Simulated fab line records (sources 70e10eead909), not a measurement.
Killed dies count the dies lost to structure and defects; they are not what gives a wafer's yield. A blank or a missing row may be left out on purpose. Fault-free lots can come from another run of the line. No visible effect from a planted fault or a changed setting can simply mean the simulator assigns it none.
fab line records || flow nand_harc
[record] {"lots": 6, "wafers": 18, "last_day": 32}
route steps=1302 shown A_ZERO_WELL@412 A_SOURCE_PLATE@413 A_ONON_D1@424 END@1302
lots that met no fault: taken from a fault-free run of the same line
start_h: the number of hours between the record's first day and the start of the first shown wafer of the lot || wait_h: hours elapsed since this lot's preceding step || " repeats the value in the row above || L1.1+2: several wafers, shown together as one row || - no value present, or no start provided || * or withheld: withheld || < > ~ a bound
route shown NAME@n: NAME is a module with steps in the file, n the number in the route of the first one || usual: the fault-free wafers' mean and standard deviation || same: alike in all rows || chamber/n: place in a boat || sites: readings site by site || _std_site: the values' standard deviation || _edge_site: outer sites' mean less inner sites' || radius_mm: how far each site lies from the wafer's centre || mask NAME#n: copy n || behind: the tool/chamber that last shaped the wafer || hold: why the lot went on hold/how many hours it stayed there/how the hold came to an end || device: names the non-switching transistor (n, p or np) || end of line: the route-end tests of the same wafers || a step with no rows: only its recipe || killed: not the wafer's yield, but the dies lost to structure and defects at the first sort || map: per-die view of a wafer (x killed, . not killed, _ where there is no die)
set.NAME: the run value of the setting; set.NAME@STEP: its run value at that earlier step || model.NAME: the simulator's own value behind a step, which no gauge read
lots at some steps of the route; a table a step, a row a wafer
services: the hour from which a tool's chamber was out of use, counted from the record's first day as start_h (under 0 if before that day), plus the number of hours and why
[[steps]]
[step NHARC_A_ZERO_WELL_INSPECT_17]
[usual] {"raw_defect_count": "11/5.2"}
{"lot.wafer": "L999.1", "tool": "defect_inspect-01", "chamber": "-", "start_h": 200.63, "wait_h": 0.2, "raw_defect_count": 20}
{"lot.wafer": "L999.2", "tool": "defect_inspect-01", "chamber": "-", "start_h": 200.63, "wait_h": 0.2, "raw_defect_count": 3}
{"lot.wafer": "L999.4", "tool": "defect_inspect-01", "chamber": "-", "start_h": 200.63, "wait_h": 0.2, "raw_defect_count": 17}
{"lot.wafer": "L102.1", "tool": "defect_inspect-01", "chamber": "-", "start_h": 228.06, "wait_h": 0.2, "raw_defect_count": 9}
{"lot.wafer": "L102.3", "tool": "defect_inspect-01", "chamber": "-", "start_h": 228.06, "wait_h": 0.2, "raw_defect_count": 11}
{"lot.wafer": "L102.5", "tool": "defect_inspect-01", "chamber": "-", "start_h": 228.06, "wait_h": 0.2, "raw_defect_count": 9}
{"lot.wafer": "L108.2", "tool": "defect_inspect-01", "chamber": "-", "start_h": 288.32, "wait_h": 0.1, "raw_defect_count": 7}
{"lot.wafer": "L108.4", "tool": "defect_inspect-01", "chamber": "-", "start_h": 288.32, "wait_h": 0.1, "raw_defect_count": 12}
{"lot.wafer": "L108.5", "tool": "defect_inspect-01", "chamber": "-", "start_h": 288.32, "wait_h": 0.1, "raw_defect_count": 4}
{"lot.wafer": "L111.2", "tool": "defect_inspect-02", "chamber": "-", "start_h": 314.98, "wait_h": 0.1, "raw_defect_count": 25}
{"lot.wafer": "L111.4", "tool": "defect_inspect-02", "chamber": "-", "start_h": 314.98, "wait_h": 0.1, "raw_defect_count": 13}
{"lot.wafer": "L111.5", "tool": "defect_inspect-02", "chamber": "-", "start_h": 314.98, "wait_h": 0.1, "raw_defect_count": 11}
{"lot.wafer": "L113.3", "tool": "defect_inspect-02", "chamber": "-", "start_h": 340.90, "wait_h": 0.1, "raw_defect_count": 8}
{"lot.wafer": "L113.4", "tool": "defect_inspect-02", "chamber": "-", "start_h": 340.90, "wait_h": 0.1, "raw_defect_count": 14}
{"lot.wafer": "L113.6", "tool": "defect_inspect-02", "chamber": "-", "start_h": 340.90, "wait_h": 0.1, "raw_defect_count": 8}
{"lot.wafer": "L114.1", "tool": "defect_inspect-02", "chamber": "-", "start_h": 348.14, "wait_h": 0.2, "raw_defect_count": 10}
{"lot.wafer": "L114.4", "tool": "defect_inspect-02", "chamber": "-", "start_h": 348.14, "wait_h": 0.2, "raw_defect_count": 10}
{"lot.wafer": "L114.6", "tool": "defect_inspect-02", "chamber": "-", "start_h": 348.14, "wait_h": 0.2, "raw_defect_count": 15}
[step NHARC_A_SOURCE_PLATE_PRECLEAN_00]
[recipe] {"time_s": 60, "chemistry": "HF-LAST"}
[step NHARC_A_SOURCE_PLATE_SRD_01]
[step NHARC_A_SOURCE_PLATE_OXIDE_02]
[recipe] {"target_thk_a": 100, "temp_c": 900, "ox_time_s": 1362, "material": "SiO2"}
[step NHARC_A_SOURCE_PLATE_THK_MEAS_09]
[recipe] {"thk_meas_gauge": "ellipsometry"}
[usual] {"thk_nm": "9.7/0.88"}
{"lot.wafer": "L999.1", "tool": "film_metro-01", "chamber": "-", "start_h": 208.05, "wait_h": 0.4, "thk_nm": 9.1}
{"lot.wafer": "L999.2", "tool": "film_metro-01", "chamber": "-", "start_h": 208.05, "wait_h": 0.4, "thk_nm": 8.0}
{"lot.wafer": "L999.4", "tool": "film_metro-01", "chamber": "-", "start_h": 208.05, "wait_h": 0.4, "thk_nm": 9.0}
{"lot.wafer": "L102.1", "tool": "film_metro-02", "chamber": "-", "start_h": 235.35, "wait_h": 0.4, "thk_nm": 9.8}
{"lot.wafer": "L102.3", "tool": "film_metro-02", "chamber": "-", "start_h": 235.35, "wait_h": 0.4, "thk_nm": 10.1}
{"lot.wafer": "L102.5", "tool": "film_metro-02", "chamber": "-", "start_h": 235.35, "wait_h": 0.4, "thk_nm": 7.9}
{"lot.wafer": "L108.2", "tool": "film_metro-02", "chamber": "-", "start_h": 295.83, "wait_h": 0.4, "thk_nm": 10.4}
{"lot.wafer": "L108.4", "tool": "film_metro-02", "chamber": "-", "start_h": 295.83, "wait_h": 0.4, "thk_nm": 9.7}
{"lot.wafer": "L108.5", "tool": "film_metro-02", "chamber": "-", "start_h": 295.83, "wait_h": 0.4, "thk_nm": 8.3}
{"lot.wafer": "L111.2", "tool": "film_metro-01", "chamber": "-", "start_h": 322.73, "wait_h": 0.4, "thk_nm": 10.2}
{"lot.wafer": "L111.4", "tool": "film_metro-01", "chamber": "-", "start_h": 322.73, "wait_h": 0.4, "thk_nm": 9.1}
{"lot.wafer": "L111.5", "tool": "film_metro-01", "chamber": "-", "start_h": 322.73, "wait_h": 0.4, "thk_nm": 10.3}
{"lot.wafer": "L113.3", "tool": "film_metro-01", "chamber": "-", "start_h": 347.76, "wait_h": 0.4, "thk_nm": 9.8}
{"lot.wafer": "L113.4", "tool": "film_metro-01", "chamber": "-", "start_h": 347.76, "wait_h": 0.4, "thk_nm": 9.1}
{"lot.wafer": "L113.6", "tool": "film_metro-01", "chamber": "-", "start_h": 347.76, "wait_h": 0.4, "thk_nm": 9.9}
{"lot.wafer": "L114.1", "tool": "film_metro-01", "chamber": "-", "start_h": 354.97, "wait_h": 0.4, "thk_nm": 7.9}
{"lot.wafer": "L114.4", "tool": "film_metro-01", "chamber": "-", "start_h": 354.97, "wait_h": 0.4, "thk_nm": 10.0}
{"lot.wafer": "L114.6", "tool": "film_metro-01", "chamber": "-", "start_h": 354.97, "wait_h": 0.4, "thk_nm": 8.1}
[step NHARC_A_SOURCE_PLATE_PVD_04]
[recipe] {"target_thk_a": 500, "material": "WSi2"}
[step NHARC_A_SOURCE_PLATE_CVD_03]
[recipe] {"target_thk_a": 2000, "temp_c": 620, "pressure_mtorr": 200, "time_s": 4000, "material": "poly-Si"}
[step NHARC_A_SOURCE_PLATE_ANNEAL_05]
[recipe] {"temp_c": 850, "time_s": 1800}
[step NHARC_A_SOURCE_PLATE_THK_MEAS_06]
[recipe] {"thk_meas_gauge": "ellipsometry"}
[usual] {"thk_nm": "200.4/2.2"}
{"lot.wafer": "L999.1", "tool": "film_metro-01", "chamber": "-", "start_h": 220.58, "wait_h": 0.4, "thk_nm": 200.5}
{"lot.wafer": "L999.2", "tool": "film_metro-01", "chamber": "-", "start_h": 220.58, "wait_h": 0.4, "thk_nm": 201.7}
{"lot.wafer": "L999.4", "tool": "film_metro-01", "chamber": "-", "start_h": 220.58, "wait_h": 0.4, "thk_nm": 201.5}
{"lot.wafer": "L102.1", "tool": "film_metro-02", "chamber": "-", "start_h": 248.24, "wait_h": 0.4, "thk_nm": 200.9}
{"lot.wafer": "L102.3", "tool": "film_metro-02", "chamber": "-", "start_h": 248.24, "wait_h": 0.4, "thk_nm": 199.7}
{"lot.wafer": "L102.5", "tool": "film_metro-02", "chamber": "-", "start_h": 248.24, "wait_h": 0.4, "thk_nm": 201.5}
{"lot.wafer": "L108.2", "tool": "film_metro-01", "chamber": "-", "start_h": 308.86, "wait_h": 0.4, "thk_nm": 197.2}
{"lot.wafer": "L108.4", "tool": "film_metro-01", "chamber": "-", "start_h": 308.86, "wait_h": 0.4, "thk_nm": 197.0}
{"lot.wafer": "L108.5", "tool": "film_metro-01", "chamber": "-", "start_h": 308.86, "wait_h": 0.4, "thk_nm": 197.4}
{"lot.wafer": "L111.2", "tool": "film_metro-01", "chamber": "-", "start_h": 335.79, "wait_h": 0.4, "thk_nm": 201.8}
{"lot.wafer": "L111.4", "tool": "film_metro-01", "chamber": "-", "start_h": 335.79, "wait_h": 0.4, "thk_nm": 202.7}
{"lot.wafer": "L111.5", "tool": "film_metro-01", "chamber": "-", "start_h": 335.79, "wait_h": 0.4, "thk_nm": 201.0}
{"lot.wafer": "L113.3", "tool": "film_metro-02", "chamber": "-", "start_h": 362.71, "wait_h": 0.4, "thk_nm": 198.9}
{"lot.wafer": "L113.4", "tool": "film_metro-02", "chamber": "-", "start_h": 362.71, "wait_h": 0.4, "thk_nm": 199.7}
{"lot.wafer": "L113.6", "tool": "film_metro-02", "chamber": "-", "start_h": 362.71, "wait_h": 0.4, "thk_nm": 197.6}
{"lot.wafer": "L114.1", "tool": "film_metro-02", "chamber": "-", "start_h": 367.52, "wait_h": 0.4, "thk_nm": 199.2}
{"lot.wafer": "L114.4", "tool": "film_metro-02", "chamber": "-", "start_h": 367.52, "wait_h": 0.4, "thk_nm": 197.5}
{"lot.wafer": "L114.6", "tool": "film_metro-02", "chamber": "-", "start_h": 367.52, "wait_h": 0.4, "thk_nm": 201.4}
[step NHARC_A_SOURCE_PLATE_INSPECT_08]
[usual] {"raw_defect_count": "62/30"}
{"lot.wafer": "L999.1", "tool": "defect_inspect-02", "chamber": "-", "start_h": 220.65, "wait_h": 0.0, "raw_defect_count": 61}
{"lot.wafer": "L999.2", "tool": "defect_inspect-02", "chamber": "-", "start_h": 220.65, "wait_h": 0.0, "raw_defect_count": 113}
{"lot.wafer": "L999.4", "tool": "defect_inspect-02", "chamber": "-", "start_h": 220.65, "wait_h": 0.0, "raw_defect_count": 102}
{"lot.wafer": "L102.1", "tool": "defect_inspect-01", "chamber": "-", "start_h": 248.30, "wait_h": 0.0, "raw_defect_count": 24}
{"lot.wafer": "L102.3", "tool": "defect_inspect-01", "chamber": "-", "start_h": 248.30, "wait_h": 0.0, "raw_defect_count": 55}
{"lot.wafer": "L102.5", "tool": "defect_inspect-01", "chamber": "-", "start_h": 248.30, "wait_h": 0.0, "raw_defect_count": 64}
{"lot.wafer": "L108.2", "tool": "defect_inspect-02", "chamber": "-", "start_h": 308.95, "wait_h": 0.0, "raw_defect_count": 51}
{"lot.wafer": "L108.4", "tool": "defect_inspect-02", "chamber": "-", "start_h": 308.95, "wait_h": 0.0, "raw_defect_count": 81}
{"lot.wafer": "L108.5", "tool": "defect_inspect-02", "chamber": "-", "start_h": 308.95, "wait_h": 0.0, "raw_defect_count": 37}
{"lot.wafer": "L111.2", "tool": "defect_inspect-01", "chamber": "-", "start_h": 335.85, "wait_h": 0.0, "raw_defect_count": 77}
{"lot.wafer": "L111.4", "tool": "defect_inspect-01", "chamber": "-", "start_h": 335.85, "wait_h": 0.0, "raw_defect_count": 50}
{"lot.wafer": "L111.5", "tool": "defect_inspect-01", "chamber": "-", "start_h": 335.85, "wait_h": 0.0, "raw_defect_count": 57}
{"lot.wafer": "L113.3", "tool": "defect_inspect-02", "chamber": "-", "start_h": 362.82, "wait_h": 0.0, "raw_defect_count": 49}
{"lot.wafer": "L113.4", "tool": "defect_inspect-02", "chamber": "-", "start_h": 362.82, "wait_h": 0.0, "raw_defect_count": 62}
{"lot.wafer": "L113.6", "tool": "defect_inspect-02", "chamber": "-", "start_h": 362.82, "wait_h": 0.0, "raw_defect_count": 79}
{"lot.wafer": "L114.1", "tool": "defect_inspect-01", "chamber": "-", "start_h": 367.58, "wait_h": 0.0, "raw_defect_count": 93}
{"lot.wafer": "L114.4", "tool": "defect_inspect-01", "chamber": "-", "start_h": 367.58, "wait_h": 0.0, "raw_defect_count": 59}
{"lot.wafer": "L114.6", "tool": "defect_inspect-01", "chamber": "-", "start_h": 367.58, "wait_h": 0.0, "raw_defect_count": 86}
[step NHARC_A_ONON_D1_DEP_00]
[recipe] {"target_thk_a": 10000, "n2_flow_sccm": 2750, "n2o_flow_sccm": 2000, "nh3_flow_sccm": 500, "sih4_flow_sccm": 210, "temp_c": 400}
[usual] {"n2o_flow_sccm": "2000/6.7"}
{"lot.wafer": "L999.1", "tool": "pecvd_onon-01", "chamber": 0, "start_h": 220.71, "wait_h": 0.1, "n2o_flow_sccm": 1996}
{"lot.wafer": "L999.2", "tool": "pecvd_onon-01", "chamber": 0, "start_h": 220.71, "wait_h": 0.1, "n2o_flow_sccm": 1979}
{"lot.wafer": "L999.4", "tool": "pecvd_onon-01", "chamber": 0, "start_h": 220.71, "wait_h": 0.1, "n2o_flow_sccm": 1991}
{"lot.wafer": "L102.1", "tool": "pecvd_onon-02", "chamber": 0, "start_h": 248.36, "wait_h": 0.1, "n2o_flow_sccm": 1995}
{"lot.wafer": "L102.3", "tool": "pecvd_onon-02", "chamber": 0, "start_h": 248.36, "wait_h": 0.1, "n2o_flow_sccm": 1996}
{"lot.wafer": "L102.5", "tool": "pecvd_onon-02", "chamber": 0, "start_h": 248.36, "wait_h": 0.1, "n2o_flow_sccm": 1998}
{"lot.wafer": "L108.2", "tool": "pecvd_onon-02", "chamber": 0, "start_h": 309.07, "wait_h": 0.1, "n2o_flow_sccm": 1991}
{"lot.wafer": "L108.4", "tool": "pecvd_onon-02", "chamber": 0, "start_h": 309.07, "wait_h": 0.1, "n2o_flow_sccm": 1987}
{"lot.wafer": "L108.5", "tool": "pecvd_onon-02", "chamber": 0, "start_h": 309.07, "wait_h": 0.1, "n2o_flow_sccm": 1994}
{"lot.wafer": "L111.2", "tool": "pecvd_onon-02", "chamber": 0, "start_h": 335.97, "wait_h": 0.1, "n2o_flow_sccm": 2011}
{"lot.wafer": "L111.4", "tool": "pecvd_onon-02", "chamber": 0, "start_h": 335.97, "wait_h": 0.1, "n2o_flow_sccm": 2011}
{"lot.wafer": "L111.5", "tool": "pecvd_onon-02", "chamber": 0, "start_h": 335.97, "wait_h": 0.1, "n2o_flow_sccm": 2011}
{"lot.wafer": "L113.3", "tool": "pecvd_onon-01", "chamber": 0, "start_h": 363.00, "wait_h": 0.2, "n2o_flow_sccm": 2003}
{"lot.wafer": "L113.4", "tool": "pecvd_onon-01", "chamber": 0, "start_h": 363.00, "wait_h": 0.2, "n2o_flow_sccm": 2003}
{"lot.wafer": "L113.6", "tool": "pecvd_onon-01", "chamber": 0, "start_h": 363.00, "wait_h": 0.2, "n2o_flow_sccm": 2009}
{"lot.wafer": "L114.1", "tool": "pecvd_onon-04", "chamber": 0, "start_h": 367.65, "wait_h": 0.1, "n2o_flow_sccm": 1997}
{"lot.wafer": "L114.4", "tool": "pecvd_onon-04", "chamber": 0, "start_h": 367.65, "wait_h": 0.1, "n2o_flow_sccm": 1999}
{"lot.wafer": "L114.6", "tool": "pecvd_onon-04", "chamber": 0, "start_h": 367.65, "wait_h": 0.1, "n2o_flow_sccm": 2000}
[step NHARC_A_ONON_D1_THK_MEAS_02]
[recipe] {"thk_meas_gauge": "ellipsometry"}
[usual] {"thk_nm": "999/10"}
{"lot.wafer": "L999.1", "tool": "film_metro-01", "chamber": "-", "start_h": 221.22, "wait_h": "-", "thk_nm": 1009}
{"lot.wafer": "L999.2", "tool": "film_metro-01", "chamber": "-", "start_h": 221.22, "wait_h": "-", "thk_nm": 1009}
{"lot.wafer": "L999.4", "tool": "film_metro-01", "chamber": "-", "start_h": 221.22, "wait_h": "-", "thk_nm": 1011}
{"lot.wafer": "L102.1", "tool": "film_metro-01", "chamber": "-", "start_h": 248.87, "wait_h": "-", "thk_nm": 998}
{"lot.wafer": "L102.3", "tool": "film_metro-01", "chamber": "-", "start_h": 248.87, "wait_h": "-", "thk_nm": 999}
{"lot.wafer": "L102.5", "tool": "film_metro-01", "chamber": "-", "start_h": 248.87, "wait_h": "-", "thk_nm": 998}
{"lot.wafer": "L108.2", "tool": "film_metro-02", "chamber": "-", "start_h": 309.52, "wait_h": "-", "thk_nm": 679}
{"lot.wafer": "L108.4", "tool": "film_metro-02", "chamber": "-", "start_h": 309.52, "wait_h": "-", "thk_nm": 681}
{"lot.wafer": "L108.5", "tool": "film_metro-02", "chamber": "-", "start_h": 309.52, "wait_h": "-", "thk_nm": 681}
{"lot.wafer": "L111.2", "tool": "film_metro-02", "chamber": "-", "start_h": 336.43, "wait_h": "-", "thk_nm": 663}
{"lot.wafer": "L111.4", "tool": "film_metro-02", "chamber": "-", "start_h": 336.43, "wait_h": "-", "thk_nm": 660}
{"lot.wafer": "L111.5", "tool": "film_metro-02", "chamber": "-", "start_h": 336.43, "wait_h": "-", "thk_nm": 661}
{"lot.wafer": "L113.3", "tool": "film_metro-02", "chamber": "-", "start_h": 363.39, "wait_h": "-", "thk_nm": 1007}
{"lot.wafer": "L113.4", "tool": "film_metro-02", "chamber": "-", "start_h": 363.39, "wait_h": "-", "thk_nm": 1005}
{"lot.wafer": "L113.6", "tool": "film_metro-02", "chamber": "-", "start_h": 363.39, "wait_h": "-", "thk_nm": 1004}
{"lot.wafer": "L114.1", "tool": "film_metro-02", "chamber": "-", "start_h": 368.16, "wait_h": "-", "thk_nm": 998}
{"lot.wafer": "L114.4", "tool": "film_metro-02", "chamber": "-", "start_h": 368.16, "wait_h": "-", "thk_nm": 996}
{"lot.wafer": "L114.6", "tool": "film_metro-02", "chamber": "-", "start_h": 368.16, "wait_h": "-", "thk_nm": 997}
[step NHARC_A_ONON_D1_DEP_03]
[recipe] {"target_thk_a": 10000, "n2_flow_sccm": 2750, "n2o_flow_sccm": 2000, "nh3_flow_sccm": 500, "sih4_flow_sccm": 210, "temp_c": 400}
[step NHARC_END_SORT_01]
[recipe] {"temp_c": 25}
[usual] {"killed_at_array": "57/19", "killed_at_other": "0.9/1.1", "killed_at_periphery": "4.0/2.6", "killed_dies": "62/19", "killed_open": "3.3/1.8", "killed_short": "2.4/1.7"}
[same] {"gross_dies": 677}
{"lot.wafer": "L108.2", "tool": "prober-02", "chamber": 0, "start_h": 711.71, "wait_h": 2.8, "killed_at_array": 675, "killed_at_other": 0, "killed_at_periphery": 2, "killed_dies": 677, "killed_open": 1, "killed_short": 2}
{"lot.wafer": "L108.4", "tool": "prober-02", "chamber": 0, "start_h": 713.29, "wait_h": 3.4, "killed_at_array": 673, "killed_at_other": 1, "killed_at_periphery": 3, "killed_dies": 677, "killed_open": 9, "killed_short": 4}
{"lot.wafer": "L108.5", "tool": "prober-02", "chamber": 0, "start_h": 714.08, "wait_h": 3.7, "killed_at_array": 676, "killed_at_other": 0, "killed_at_periphery": 1, "killed_dies": 677, "killed_open": 5, "killed_short": 0}
{"lot.wafer": "L111.2", "tool": "prober-02", "chamber": 0, "start_h": 727.33, "wait_h": 2.8, "killed_at_array": 671, "killed_at_other": 1, "killed_at_periphery": 5, "killed_dies": 677, "killed_open": 3, "killed_short": 2}
{"lot.wafer": "L111.4", "tool": "prober-02", "chamber": 0, "start_h": 728.95, "wait_h": 3.4, "killed_at_array": 671, "killed_at_other": 2, "killed_at_periphery": 4, "killed_dies": 677, "killed_open": 3, "killed_short": 4}
{"lot.wafer": "L111.5", "tool": "prober-02", "chamber": 0, "start_h": 729.76, "wait_h": 3.8, "killed_at_array": 667, "killed_at_other": 3, "killed_at_periphery": 7, "killed_dies": 677, "killed_open": 3, "killed_short": 2}
// killed by level:class
L108.2 A_ONON_D1:area_dep=598 A_CHANNEL_HOLE_D2:chamber_film_flake=24 A_CHANNEL_HOLE_D1:chamber_film_flake=23 A_SLIT:chamber_film_flake=18 A_M1:chamber_film_flake=4 A_CONTACT:chamber_film_flake=3 A_STAIRCASE:chamber_film_flake=2 P_CONTACT:geometric_particle:open=1
L108.4 A_ONON_D1:area_dep=590 A_CHANNEL_HOLE_D1:chamber_film_flake=26 A_CHANNEL_HOLE_D2:chamber_film_flake=22 A_SLIT:chamber_film_flake=14 A_M1:chamber_film_flake=4 A_CONTACT:chamber_film_flake=3 A_CHANNEL_FILL_D2:geometric_particle:short=2 A_M0:geometric_particle:open=2
L108.5 A_ONON_D1:area_dep=585 A_SLIT:chamber_film_flake=33 A_CHANNEL_HOLE_D1:chamber_film_flake=30 A_CHANNEL_HOLE_D2:chamber_film_flake=11 A_STAIRCASE:chamber_film_flake=4 A_CONTACT:chamber_film_flake=4 A_M0:geometric_particle:open=2 A_WL_FILL:chamber_film_flake=2
L111.2 A_ONON_D1:area_dep=615 A_CHANNEL_HOLE_D2:chamber_film_flake=21 A_SLIT:chamber_film_flake=18 A_CHANNEL_HOLE_D1:chamber_film_flake=6 P_ZERO_WELL:chamber_film_flake=4 A_CONTACT:chamber_film_flake=4 P_M0:geometric_particle:open=1 A_ONON_D1:geometric_particle:open=1
L111.4 A_ONON_D1:area_dep=614 A_CHANNEL_HOLE_D2:chamber_film_flake=29 A_SLIT:chamber_film_flake=14 A_CONTACT:chamber_film_flake=4 P_ZERO_WELL:chamber_film_flake=3 A_CHANNEL_FILL_D2:chamber_film_flake=2 A_CHANNEL_HOLE_D1:chamber_film_flake=2 P_CONTACT:geometric_particle:short=1
L111.5 A_ONON_D1:area_dep=611 A_SLIT:chamber_film_flake=29 A_CHANNEL_HOLE_D2:chamber_film_flake=10 A_CONTACT:chamber_film_flake=7 P_ZERO_WELL:chamber_film_flake=6 A_CHANNEL_HOLE_D1:chamber_film_flake=3 THIN_TSV:chamber_film_flake=3 P_M0:geometric_particle:open=1
// map L108.2 (x killed, . not)
____________x____________
_________xxxxxxx_________
_______xxxxxxxxxxx_______
______xxxxxxxxxxxxx______
_____xxxxxxxxxxxxxxx_____
____xxxxxxxxxxxxxxxxx____
____xxxxxxxxxxxxxxxxx____
___xxxxxxxxxxxxxxxxxxx___
___xxxxxxxxxxxxxxxxxxx___
__xxxxxxxxxxxxxxxxxxxxx__
__xxxxxxxxxxxxxxxxxxxxx__
_xxxxxxxxxxxxxxxxxxxxxxx_
_xxxxxxxxxxxxxxxxxxxxxxx_
_xxxxxxxxxxxxxxxxxxxxxxx_
_xxxxxxxxxxxxxxxxxxxxxxx_
_xxxxxxxxxxxxxxxxxxxxxxx_
xxxxxxxxxxxxxxxxxxxxxxxxx
xxxxxxxxxxxxxxxxxxxxxxxxx
xxxxxxxxxxxxxxxxxxxxxxxxx
xxxxxxxxxxxxxxxxxxxxxxxxx
xxxxxxxxxxxxxxxxxxxxxxxxx
_xxxxxxxxxxxxxxxxxxxxxxx_
_xxxxxxxxxxxxxxxxxxxxxxx_
_xxxxxxxxxxxxxxxxxxxxxxx_
_xxxxxxxxxxxxxxxxxxxxxxx_
_xxxxxxxxxxxxxxxxxxxxxxx_
__xxxxxxxxxxxxxxxxxxxxx__
__xxxxxxxxxxxxxxxxxxxxx__
___xxxxxxxxxxxxxxxxxxx___
___xxxxxxxxxxxxxxxxxxx___
____xxxxxxxxxxxxxxxxx____
____xxxxxxxxxxxxxxxxx____
_____xxxxxxxxxxxxxxx_____
______xxxxxxxxxxxxx______
_______xxxxxxxxxxx_______
_________xxxxxxx_________
____________x____________
// map L111.2 (x killed, . not)
____________x____________
_________xxxxxxx_________
_______xxxxxxxxxxx_______
______xxxxxxxxxxxxx______
_____xxxxxxxxxxxxxxx_____
____xxxxxxxxxxxxxxxxx____
____xxxxxxxxxxxxxxxxx____
___xxxxxxxxxxxxxxxxxxx___
___xxxxxxxxxxxxxxxxxxx___
__xxxxxxxxxxxxxxxxxxxxx__
__xxxxxxxxxxxxxxxxxxxxx__
_xxxxxxxxxxxxxxxxxxxxxxx_
_xxxxxxxxxxxxxxxxxxxxxxx_
_xxxxxxxxxxxxxxxxxxxxxxx_
_xxxxxxxxxxxxxxxxxxxxxxx_
_xxxxxxxxxxxxxxxxxxxxxxx_
xxxxxxxxxxxxxxxxxxxxxxxxx
xxxxxxxxxxxxxxxxxxxxxxxxx
xxxxxxxxxxxxxxxxxxxxxxxxx
xxxxxxxxxxxxxxxxxxxxxxxxx
xxxxxxxxxxxxxxxxxxxxxxxxx
_xxxxxxxxxxxxxxxxxxxxxxx_
_xxxxxxxxxxxxxxxxxxxxxxx_
_xxxxxxxxxxxxxxxxxxxxxxx_
_xxxxxxxxxxxxxxxxxxxxxxx_
_xxxxxxxxxxxxxxxxxxxxxxx_
__xxxxxxxxxxxxxxxxxxxxx__
__xxxxxxxxxxxxxxxxxxxxx__
___xxxxxxxxxxxxxxxxxxx___
___xxxxxxxxxxxxxxxxxxx___
____xxxxxxxxxxxxxxxxx____
____xxxxxxxxxxxxxxxxx____
_____xxxxxxxxxxxxxxx_____
______xxxxxxxxxxxxx______
_______xxxxxxxxxxx_______
_________xxxxxxx_________
____________x____________
[[services]]
{"tool": "pecvd_onon-01", "chamber": "-", "start_h": 269.00, "hours": 13.0, "kind": "pm"}
{"tool": "pecvd_onon-04", "chamber": "-", "start_h": 311.62, "hours": 13.0, "kind": "pm"}
{"tool": "pecvd_onon-02", "chamber": "-", "start_h": 366.00, "hours": 13.0, "kind": "pm"}
[[key]]
[first_sign] {"step": "NHARC_A_ONON_D1_THK_MEAS_02", "reading": "thk_nm", "direction": "down", "sigmas": 33, "usual": 999, "struck": 671}
[effect] {"step": "NHARC_END_SORT_01", "reading": "killed_dies", "direction": "up", "sigmas": 33, "usual": 62, "struck": 677}
[more_kills_born_at] {"NHARC_A_ONON_D1_DEP_00@pecvd_onon-02": 3613}
met_at NHARC_A_ONON_D1_DEP_00
struck_wafers L108.2,L108.4,L108.5,L111.2,L111.4,L111.5
later_rows_left_out L108.2,L108.4,L108.5,L111.2,L111.4,L111.5
tester_left_out L108,L111
onset_between 248.36 309.07
[fault] {"kind": "process_parameter_drift", "tool": "pecvd_onon-02", "chamber": 0, "onset_h": 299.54, "steps": "NHARC_A_ONON_D1_DEP_00", "channel": "target_thk_a", "offset": "*", "shape": "step", "acts_in": "*", "stated": "*"}
// tester_left_out: of these lots the tester's yield and bins aren't shown, on N5 and GAA mostly nor the transistor test; their killed dies are dies lost to structure and defects alone, not to doping, threshold or leakage, so they don't give the yield
// later_rows_left_out: the simulator's readings of these wafers behind a module that went badly wrong aren't trusted and aren't shown, but for the sort
